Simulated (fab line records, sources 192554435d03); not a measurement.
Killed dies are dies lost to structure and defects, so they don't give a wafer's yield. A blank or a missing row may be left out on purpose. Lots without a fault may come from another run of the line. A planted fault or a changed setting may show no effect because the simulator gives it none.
Chamber matching | flow n5_finfet | N5_BEOL_M7_ETCH_61 on rie_diel-05: 4 sister chambers
The step etches SiARC in CF4, target depth 45.5 nm, time 75.8 s. 18 wafers are shown with their chamber, then 9 later ones without.

WAFERS WITH THEIR CHAMBER
wafer  | chamber | showerhead_plenum_p_Torr (Torr) | drypump_motor_current_A (A) | etch_rf_on_time_s (s)
L074.2 | 1       | 2.10                            | 5.5                         | 79.9
L074.4 | 3       | 2.10                            | 5.2                         | 73.6
L074.5 | 1       | 2.10                            | 5.5                         | 79.4
L076.1 | 0       | 2.21                            | 6.5                         | 78.9
L076.2 | 3       | 2.10                            | 5.3                         | 75.3
L076.6 | 1       | 2.10                            | 5.5                         | 80.8
L084.1 | 3       | 2.10                            | 5.3                         | 74.0
L084.3 | 2       | 2.08                            | 5.7                         | 74.9
L084.6 | 0       | 2.20                            | 6.4                         | 78.9
L086.4 | 2       | 2.08                            | 5.8                         | 74.4
L086.5 | 1       | 2.09                            | 5.5                         | 80.6
L086.6 | 2       | 2.08                            | 5.8                         | 74.1
L092.1 | 1       | 2.09                            | 5.5                         | 80.7
L092.4 | 0       | 2.20                            | 6.5                         | 78.1
L092.5 | 3       | 2.10                            | 5.2                         | 74.9
L087.1 | 1       | 2.09                            | 5.5                         | 79.6
L087.3 | 2       | 2.08                            | 5.8                         | 73.9
L087.5 | 0       | 2.20                            | 6.4                         | 77.5

SIGNATURES (means of the wafers above)
reading                  | chamber 0 | chamber 1 | chamber 2 | chamber 3 | scatter within a chamber
showerhead_plenum_p_Torr | 2.2025    | 2.0950    | 2.0800    | 2.1000    | 0.00401
drypump_motor_current_A  | 6.450     | 5.500     | 5.775     | 5.250     | 0.0443
etch_rf_on_time_s        | 78.350    | 80.167    | 74.325    | 74.450    | 0.636
Rule: a wafer's distance from a chamber is the root of the sum, over the readings, of the square of ((its reading less the chamber's mean) divided by the reading's scatter). The wafer belongs to the nearest chamber; if the next one is less than 2 further off, it can't be placed. The scatter: the root of (the sum of the squares of (reading less its chamber's mean) over the shown wafers, divided by (wafers less chambers)).

WAFERS WITHOUT THEIR CHAMBER
wafer  | showerhead_plenum_p_Torr (Torr) | drypump_motor_current_A (A) | etch_rf_on_time_s (s)
L090.1 | 2.09                            | 5.2                         | 74.6
L090.4 | 2.20                            | 6.5                         | 78.7
L090.6 | 2.09                            | 5.5                         | 81.5
L091.1 | 2.20                            | 6.5                         | 77.2
L091.3 | 2.09                            | 5.5                         | 80.4
L091.4 | 2.08                            | 5.8                         | 74.5
L096.4 | 2.07                            | 5.8                         | 76.0
L096.5 | 2.19                            | 6.4                         | 78.9
L096.6 | 2.09                            | 5.2                         | 74.9

WHICH CHAMBER EACH WENT THROUGH
wafer  | from the rows above | in truth
L090.1 | 3                   | 3
L090.4 | 0                   | 0
L090.6 | 1                   | 1
L091.1 | 0                   | 0
L091.3 | 1                   | 1
L091.4 | 2                   | 2
L096.4 | 2                   | 2
L096.5 | 0                   | 0
L096.6 | 3                   | 3
Placed correctly: 9 of 9. Can't be placed from these rows: 0. Placed wrongly: 0.
